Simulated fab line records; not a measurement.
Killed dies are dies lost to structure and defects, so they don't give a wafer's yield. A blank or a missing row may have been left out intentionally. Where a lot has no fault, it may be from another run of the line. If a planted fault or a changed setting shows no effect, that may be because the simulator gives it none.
3 desks looking at one fault | flow nand-harc | each desk has only its own numbers; what lay behind them comes last

== THE METROLOGY DESK ==
Lot by lot, what the gauges showed, no matter which tool ran the lot: averages of those sampled wafers that carry a number. A lot is out of limits, marked OUT, if its mean lies more than 4 standard deviations from the usual mean; the brackets give that distance.
Columns: A = cd-nm at NHARC_P_BONDPAD_CD_MEAS_13, usual 498.0 nm
lot  | first seen here | A
L251 | day 6 15:35     | 501.0
L250 | day 6 21:20     | 496.3
L252 | day 7 02:26     | 497.4
L253 | day 7 02:58     | 497.5
L255 | day 7 08:58     | 496.7
L256 | day 7 22:37     | 499.3
L257 | day 8 13:11     | 496.6
L259 | day 8 15:10     | 499.5
L262 | day 9 18:22     | 499.8
L270 | day 11 00:49    | 495.6
L269 | day 11 02:09    | 498.0
L271 | day 11 14:43    | 495.8
L272 | day 11 14:52    | 501.1
L273 | day 12 07:28    | 500.2
This desk found nothing out of limits on any of the 14 lots.

== FOR THE TOOL OWNER'S DESK: rie-diel-01 ==
The tool's own readings at NHARC_P_BONDPAD_ETCH_37 (etches the open film in N2/H2, target depth 60 nm, overetch 18 nm, time 65.91 s): means of the sampled wafers that have a number, for each lot that ran on this tool. A lot is out of limits, marked OUT, if its mean lies more than 4 standard deviations from the usual mean; the brackets give that distance.
Columns: A = drypump-motor-current-A at NHARC_P_BONDPAD_ETCH_37, usual 5.8 A; B = n2-flow-sccm at NHARC_P_BONDPAD_ETCH_37, usual 150.0 sccm; C = oes-product-au at NHARC_P_BONDPAD_ETCH_37, usual 1.003 a.u.; D = rf-vpp-V at NHARC_P_BONDPAD_ETCH_37, usual 430.1 V; E = run-length-s at NHARC_P_BONDPAD_ETCH_37, usual 87.2 s; F = showerhead-plenum-p-Torr at NHARC_P_BONDPAD_ETCH_37, usual 2.03 Torr; G = throttle-valve-pct at NHARC_P_BONDPAD_ETCH_37, usual 14.172 %
lot  | first seen here | A   | B     | C     | D     | E              | F    | G
L251 | day 6 15:17     | 5.6 | 150.2 | 0.990 | 426.2 | 86.8           | 1.89 | 14.173
L270 | day 11 00:35    | 5.5 | 150.4 | 0.980 | 433.8 | 69.6 (-37) OUT | 2.17 | 14.175
L269 | day 11 01:40    | 5.1 | 150.1 | 0.982 | 434.8 | 69.2 (-38) OUT | 2.16 | 14.171
This desk's verdict: out of limits on L269, L270, starting with L270 at day 11 00:35 (run-length-s at NHARC_P_BONDPAD_ETCH_37). In limits: L251.

== THE DEFECT DESK ==
Lot by lot, what the route's inspections counted, given as the mean of those sampled wafers with a number. A lot is out of limits, marked OUT, if its mean lies more than 4 standard deviations from the usual mean; the brackets give that distance.
Columns: A = raw-defect-count at NHARC_P_M2_INSPECT_27, usual 334
lot  | first seen here | A
L251 | day 6 13:07     | 391
L250 | day 6 18:51     | 437
L252 | day 7 00:03     | 267
L253 | day 7 00:22     | 290
L255 | day 7 06:39     | 310
L256 | day 7 20:16     | 294
L257 | day 8 10:53     | 444
L259 | day 8 12:51     | 255
L262 | day 9 16:11     | 547
L270 | day 10 22:26    | 268
L269 | day 10 23:29    | 356
L271 | day 11 12:21    | 454
L272 | day 11 12:40    | 285
L273 | day 12 05:17    | 305
This desk found nothing out of limits on any of the 14 lots.

== ALL TOGETHER ==
An alarm could have come from the tool owner's desk at day 11 00:35, on L269, L270.
Metrology desk: nothing out of limits seen.
The defect desk saw nothing out of limits.
The metrology desk has L269, L270 on record, within its limits.
The defect desk has L269, L270 on record, within its limits.
Every lot named ran NHARC_P_BONDPAD_ETCH_37 on rie-diel-01.

== WHAT THE SIMULATOR HAD PUT IN ==
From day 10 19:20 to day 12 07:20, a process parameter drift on rie-diel-01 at NHARC_P_BONDPAD_ETCH_37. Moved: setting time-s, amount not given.
Struck lots among those shown: L269, L270.
Time in hours from fault onset to the first out-of-limits reading at each desk: the tool owner's desk, 5.
